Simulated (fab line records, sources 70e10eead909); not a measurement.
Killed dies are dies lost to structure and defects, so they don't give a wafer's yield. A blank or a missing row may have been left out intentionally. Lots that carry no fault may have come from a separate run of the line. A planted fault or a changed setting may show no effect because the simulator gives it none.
Which tool is to blame?    flow nand_harc    36 wafers from 12 lots sampled at 5 of the route's 1302 steps

WHAT THE GAUGES SHOWED, per wafer
NHARC_A_SOURCE_PLATE_THK_MEAS_09: measures by ellipsometry.
lot   measured      on             thk_nm (nm)
L643  day 7 05:01   film_metro-01  11.0 10.4 9.4
L644  day 7 18:56   film_metro-01  11.3 9.8 8.0
L645  day 7 23:22   film_metro-02  14.1 16.5 14.7
L646  day 8 14:28   film_metro-02  14.4 15.4 16.2
L647  day 8 10:16   film_metro-01  10.4 9.9 8.6
L651  day 10 19:03  film_metro-01  10.2 10.7 7.7
L654  day 11 12:36  film_metro-02  10.3 9.1 9.0
L657  day 13 07:29  film_metro-02  9.8 8.5 8.4
L658  day 13 07:29  film_metro-01  10.4 10.0 6.3
L661  day 14 09:38  film_metro-02  9.6 7.4 11.0
L663  day 15 15:02  film_metro-01  11.0 8.7 9.6
L665  day 16 07:46  film_metro-02  7.7 8.2 11.5

NHARC_A_SOURCE_PLATE_THK_MEAS_06: measures by ellipsometry.
lot   measured      on             thk_nm (nm)
L643  day 7 17:35   film_metro-01  201.8 200.9 200.8
L644  day 8 07:46   film_metro-01  200.3 200.1 201.8
L645  day 8 08:57   film_metro-02  198.4 203.1 201.6
L646  day 9 02:11   film_metro-01  198.7 200.4 198.0
L647  day 8 23:09   film_metro-02  200.5 200.1 202.9
L651  day 11 07:31  film_metro-01  196.5 196.3 199.3
L654  day 12 02:56  film_metro-02  198.8 199.7 198.2
L657  day 13 23:35  film_metro-01  200.9 198.4 198.3
L658  day 13 23:36  film_metro-01  198.9 199.7 200.3
L661  day 14 22:37  film_metro-01  200.8 201.1 199.4
L663  day 16 03:55  film_metro-01  198.5 200.1 201.3
L665  day 16 20:56  film_metro-01  200.2 202.6 200.6

EACH LOT AND THE TOOL THAT RAN IT (in order: tool; ch and the chambers of the sampled wafers; start)
lot   NHARC_P_BONDPAD_DEGAS_25      NHARC_P_BONDPAD_CMP_19         NHARC_A_SOURCE_PLATE_OXIDE_02
L643  pvd_sputter-02, day 6 17:49   cmp-04 ch 1,2,3, day 6 18:55   furnace-07 ch 0, day 7 00:57
L644  pvd_sputter-02, day 7 06:58   cmp-01 ch 2,3, day 7 08:03     furnace-03 ch 0, day 7 14:53
L645  pvd_sputter-01, day 7 06:59   cmp-04 ch 0,2, day 7 08:11     furnace-03 ch 0, day 7 14:53 and furnace-07 ch 0, day 7 18:58
L646  pvd_sputter-03, day 7 22:39   cmp-02 ch 0,3, day 7 23:43     furnace-03, day 8 06:16 and furnace-07 ch 0, day 8 10:09
L647  pvd_sputter-03, day 7 23:35   cmp-04 ch 1,3, day 8 00:40     furnace-03 ch 0, day 8 06:16
L651  pvd_sputter-02, day 10 05:20  cmp-02 ch 1,2,3, day 10 06:25  furnace-07 ch 0, day 10 15:01
L654  pvd_sputter-03, day 11 00:51  cmp-04 ch 0,2,3, day 11 02:01  furnace-03 ch 0, day 11 08:31
L657  pvd_sputter-03, day 12 20:14  cmp-02 ch 1,2, day 12 21:22    furnace-07 ch 0, day 13 03:23
L658  pvd_sputter-03, day 12 20:51  cmp-04 ch 0,1,2, day 12 21:58  furnace-07 ch 0, day 13 03:23
L661  pvd_sputter-01, day 13 22:50  cmp-02 ch 0,2,3, day 13 23:55  furnace-06 ch 0, day 14 05:35
L663  pvd_sputter-01, day 15 03:10  cmp-02 ch 0,1,2, day 15 04:19  furnace-06 ch 0, day 15 10:58
L665  pvd_sputter-01, day 15 20:01  cmp-04 ch 0,3, day 15 21:08    furnace-03 ch 0, day 16 03:39
- NHARC_P_BONDPAD_DEGAS_25: time 60 s.
- NHARC_P_BONDPAD_CMP_19: polishes, t overpolish 30 s, cu recess touch 16 s, target thk 160.81 nm.
- NHARC_A_SOURCE_PLATE_OXIDE_02: material SiO2, target thk 10 nm, ox time 1362 s.

AS READ BY THE TOOLS THEMSELVES (means over the sampled wafers that have a number; for cases with no such wafer, the mark the record gives instead)
NHARC_P_BONDPAD_DEGAS_25.
lot   tool            heater_power_w (W)
L643  pvd_sputter-02  496
L644  pvd_sputter-02  493
L645  pvd_sputter-01  468
L646  pvd_sputter-03  465
L647  pvd_sputter-03  442
L651  pvd_sputter-02  504
L654  pvd_sputter-03  474
L657  pvd_sputter-03  448
L658  pvd_sputter-03  435
L661  pvd_sputter-01  467
L663  pvd_sputter-01  468
L665  pvd_sputter-01  472

NHARC_P_BONDPAD_CMP_19.
lot   tool    motor_current_A (A)  overpolish_run_s (s)  slurry_flow_ml_min
L643  cmp-04  13.0                 29.990                150.1
L644  cmp-01  12.3                 29.989                149.8
L645  cmp-04  12.0                 30.003                150.6
L646  cmp-02  12.5                 29.988                150.5
L647  cmp-04  12.1                 30.001                149.9
L651  cmp-02  11.9                 30.002                149.9
L654  cmp-04  11.5                 30.002                150.4
L657  cmp-02  11.8                 29.997                149.7
L658  cmp-04  12.9                 30.004                149.9
L661  cmp-02  12.0                 30.005                150.0
L663  cmp-02  11.6                 29.999                149.7
L665  cmp-04  11.5                 29.995                149.9

NHARC_A_SOURCE_PLATE_OXIDE_02.
lot   tool                   ox_temp_c (C)  spike_tc_centre_C (C)  zone_power_lower_pct (%)  zone_power_top_pct (%)
L643  furnace-07             899.8          899.5                  20.0                      33
L644  furnace-03             900.4          899.7                  15.4                      33
L645  furnace-03/furnace-07  899.8          900.5                  17.9                      33
L646  furnace-03/furnace-07  900.0          900.6                  17.8                      32
L647  furnace-03             899.7          900.1                  15.4                      32
L651  furnace-07             900.2          900.8                  20.3                      33
L654  furnace-03             899.9          899.7                  15.3                      33
L657  furnace-07             899.8          900.3                  19.9                      33
L658  furnace-07             900.6          900.6                  20.1                      33
L661  furnace-06             899.8          900.8                  18.3                      40
L663  furnace-06             900.2          900.6                  18.2                      40
L665  furnace-03             900.2          899.6                  15.3                      33

THE ANSWER, worked out from the rows above alone
Rule: usual is defined by the lots themselves. Put in order of their means at a reading, lots are off if they are a third of the lots or fewer, leave a main group of 4 or more, and stand apart from it by a gap of 3 or more times the standard deviation of the main group's means; of several such gaps the widest counts. The tables above print the reading to a certain number of digits; a main group whose means all agree to those digits is not used. A lot without any number at a reading at which 4 lots or more have one is off too. All remaining lots with rows at the step are treated as sound. The gauges are gone through in route order, then the tools' own readings, and for those a lot's mean is taken as printed above. At the first step where some lot is off, the reading lying furthest off is the one used; lots without a number count as furthest.
Off at NHARC_A_SOURCE_PLATE_THK_MEAS_09 (thk_nm): L645, L646. The main group has a mean of 9.5 nm with a standard deviation of 0.4.
If a tool, at a process step before that reading, ran all the lots that are off and no sound lot after the first of them, it fits. Those tools and the gauges at NHARC_A_SOURCE_PLATE_THK_MEAS_09 are tried in the same way. None of those tried fits.

WHAT THE SIMULATOR PUT IN
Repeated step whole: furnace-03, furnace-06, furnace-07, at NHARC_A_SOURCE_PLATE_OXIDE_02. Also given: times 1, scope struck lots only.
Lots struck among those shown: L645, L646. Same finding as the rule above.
